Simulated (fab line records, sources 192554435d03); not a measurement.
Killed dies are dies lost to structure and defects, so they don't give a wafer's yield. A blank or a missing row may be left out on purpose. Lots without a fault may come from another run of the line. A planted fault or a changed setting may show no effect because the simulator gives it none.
Problem report in the 8D (eight disciplines) form, filled by code | flow n5_finfet | the parts of the form that need people (team, actions taken, sign-off) are left out

1. THE PROBLEM
killed_at_M4_up at N5_PASSIVATION_PROBE_49 reads a mean of 133 on 6 wafers of 2 lots; wafers without a fault read 15 with a standard deviation of 5.7. That is +21 standard deviations from the usual mean.
First seen on wafer L930.1, day 16 09:35, on prober-01. The record holds 6 wafers of 2 lots with a number at this step. Rule for "out", or "out of limits": more than 4 standard deviations from the usual mean. The other wafers with a number count as sound.

2. WHAT IT IS AND WHAT IT IS NOT
question                    | is                     | is not
which readings at this step | killed_at_M4_up        | killed_at_M0_to_M3, killed_at_contacts, killed_at_front_end, killed_short
which lots                  | L925, L930             | -
which wafers of those lots  | all that have a number | -
read on which tools         | prober-01, prober-02   | -
when                        | from day 16 09:35      | up to then (0 sound wafers)

3. SUSPECTS, AND WHAT RULES EACH OUT
Counting: a tool at a process step up to the reading stays a suspect if it ran every lot that is out and no sound lot after the first of them.
- wet_bench-02 at N5_BEOL_M13_PRECLEAN_39 (cleans in residue remover, time 60 s): kept. It ran every lot that is out, first L925 (day 15 03:47), and no sound lot after that.
Left after counting: wet_bench-02 at N5_BEOL_M13_PRECLEAN_39.

4. THE CAUSE (what the simulator had put in)
Chamber particle source: wet_bench-02, from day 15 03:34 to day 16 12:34, at N5_BEOL_M13_PRECLEAN_39. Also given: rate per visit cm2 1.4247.
Counting left only this tool.

5. THE CHAIN OF EFFECTS, in route order
Each row: a reading whose mean over the struck wafers that have a number lies more than 3 standard deviations from the usual. Only readings for which the record gives a usual standard deviation are gone through. hours: the time from each lot's start at the first step in this table that gives one to its start at this step, as a median over the lots. sigmas: the change in usual standard deviations.
hours | step                    | reading              | usual  | on struck wafers | change | sigmas
0     | N5_PASSIVATION_PROBE_49 | defect_limited_yield | 90.9 % | 82.2             | -8.7   | -6.7
0     | N5_PASSIVATION_PROBE_49 | killed_at_M4_up      | 15     | 133              | +118   | +21
0     | N5_PASSIVATION_PROBE_49 | killed_dies          | 108    | 211              | +103   | +6.4
0     | N5_PASSIVATION_PROBE_49 | sort_bin_5_function  | 5.4 %  | 11.0             | +5.6   | +6.2
0     | N5_PASSIVATION_PROBE_49 | sort_n_pass          | 1072   | 969              | -103   | -6.4
0     | N5_PASSIVATION_PROBE_49 | sort_yield_pct       | 90.9 % | 82.2             | -8.7   | -6.7
The process steps in it:
- N5_PASSIVATION_PROBE_49

6. WHAT WOULD HAVE CAUGHT IT SOONER
In this record the first reading out of limits was taken at day 16 09:35, 30 hours after the fault began at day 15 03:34.
Of the tool readings at N5_BEOL_M13_PRECLEAN_39 for which the record gives a usual standard deviation, none was out on any struck wafer, so an alarm limit of 4 standard deviations on them would not have fired.
All the lots that are out (2) had begun N5_BEOL_M13_PRECLEAN_39 on wet_bench-02 by day 16 09:35. A hold on the tool at that time would have spared none of them.
